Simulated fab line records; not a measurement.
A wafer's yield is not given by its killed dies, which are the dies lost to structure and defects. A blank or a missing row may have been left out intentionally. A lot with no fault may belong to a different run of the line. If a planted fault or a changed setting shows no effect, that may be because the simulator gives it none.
Split-lot trial ; flow n5 finfet ; 7 lots, 21 wafers read, on a route of 1938 steps

## ON THE SPLIT
At N5_BEOL_M5_DESCUM_16 (chemistry O2, time 7 s), the setting time s was moved away from the recipe's 7 s on 7 of the 21 wafers read, by -5.9% to +18.2%. This setting was run at the recipe's value on the other wafers.

Reading taken at the split's own step.

## THE READING
CAR-EUV_of_BEOL_M5_COAT_05.thk nm (the simulator's own value, which no gauge read), in nm, at N5_BEOL_M5_DESCUM_16 (chemistry O2, time 7 s). There is no usual value for it anywhere in the file. Here, 14 wafers ran the recipe; their average is 26.1 nm with a standard deviation of 0.12 nm.

wafer;tool, chamber at the split;time s as run, s;against the recipe;CAR-EUV_of_BEOL_M5_COAT_05.thk nm, nm;against lot-mates on the recipe
L074.1;rie diel-03, 2,3;7.506;+7.2%;25.8;-0.2
L074.3;rie diel-03, 2,3;7.506;+7.2%;25.8;-0.2
L074.5;rie diel-03, 3;7;recipe;26;-
L077.1;rie diel-02, 1;7.885;+12.6%;25.4;-0.6
L077.3;rie diel-02, 2;7.885;+12.6%;25.6;-0.4
L077.6;rie diel-02, 2;7;recipe;26;-
L079.1;rie diel-05, 0,1;7;recipe;26.2;-
L079.6;rie diel-05, 0,1;7;recipe;26.2;-
L079.3;rie diel-05, 2;7;recipe;26;-
L083.1;rie diel-03, 3;8.273;+18.2%;25.6;-0.6
L083.5;rie diel-03, 1;7;recipe;26.2;-
L083.6;rie diel-03, 2;8.273;+18.2%;25.4;-0.8
L086.1;rie diel-03, 1;7;recipe;26;-
L086.2;rie diel-03, 2;6.59;-5.9%;26.2;+0.3
L086.3;rie diel-03, 3;7;recipe;25.8;-
L087.1;rie diel-05, 1,2;7;recipe;26;-
L087.5;rie diel-05, 1,2;7;recipe;26;-
L087.6;rie diel-05, 3;7;recipe;26.2;-
L095.1;rie diel-03, 2;7;recipe;26;-
L095.3;rie diel-03, 0,1;7;recipe;26.2;-
L095.4;rie diel-03, 0,1;7;recipe;26.2;-
Where a row lists several chambers, the file gives one row for several wafers and doesn't say which wafer went through which chamber.

FIT RESULTS
A straight line over all 21 wafers: CAR-EUV_of_BEOL_M5_COAT_05.thk nm changes by -0.0349 nm for each +1% of time s; r = -0.89; the points scatter about the line by 0.12 nm.
The same after taking each lot's own level away (the mean of its wafers on the recipe; 21 wafers): -0.0389 nm for each +1%; r = -0.95; scatter 0.091 nm.
That fit puts the effect of the largest move of time s on the reading at 0.71 nm.
The lots' own levels span 25.90 to 26.20 nm, that is 2.5 times the standard deviation above.
Hence the slope depends on the lot-to-lot level, as the two fits are not the same.
Check: for one of the wafers moved furthest among these (+18.2%), held out of the fit, the line's prediction against its lot-mates is -0.736 nm. Against them it came out at -0.6 nm.

## THE OTHER SPLITS THESE WAFERS WENT THROUGH
Before the reading, these wafers also passed through other splits. Each is held against what the fit with the lots' levels taken away leaves over:
other split on the same wafers;wafers away from the commonest value;r with CAR-EUV_of_BEOL_M5_COAT_05.thk nm (lot level and that fit taken away)
N5_SD_ACTIVATION_LSA_01 temp c;11;+0.00
N5_HKMG_FIN_DESCUM_53 time s;7;+0.47
N5_HKMG_FIN_ETCH_54 source w;5;+0.12
N5_GATE_CUT_ETCH_58 bias w;7;-0.10
N5_MOL_CONTACT_COAG_EXPOSE_37 dose mj;5;-0.15
N5_BEOL_M0_SAQP_ETCH_107 source w;4;-0.27
N5_BEOL_M0_SAQP_COAT_34 spin rpm;9;+0.03
N5_BEOL_M0_ETCH_109 bias w;4;-0.18
N5_BEOL_M2_PECVD_72 time s;9;+0.04
N5_BEOL_M4_COAT_67 spin rpm;3;-0.26
N5_BEOL_M5_COAT_59 spin rpm;9;-0.20

## THE FILE'S OWN FIT
CAR-EUV_of_BEOL_M5_COAT_05.thk nm changes by -0.0386 nm for each +1% of time s, r = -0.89.
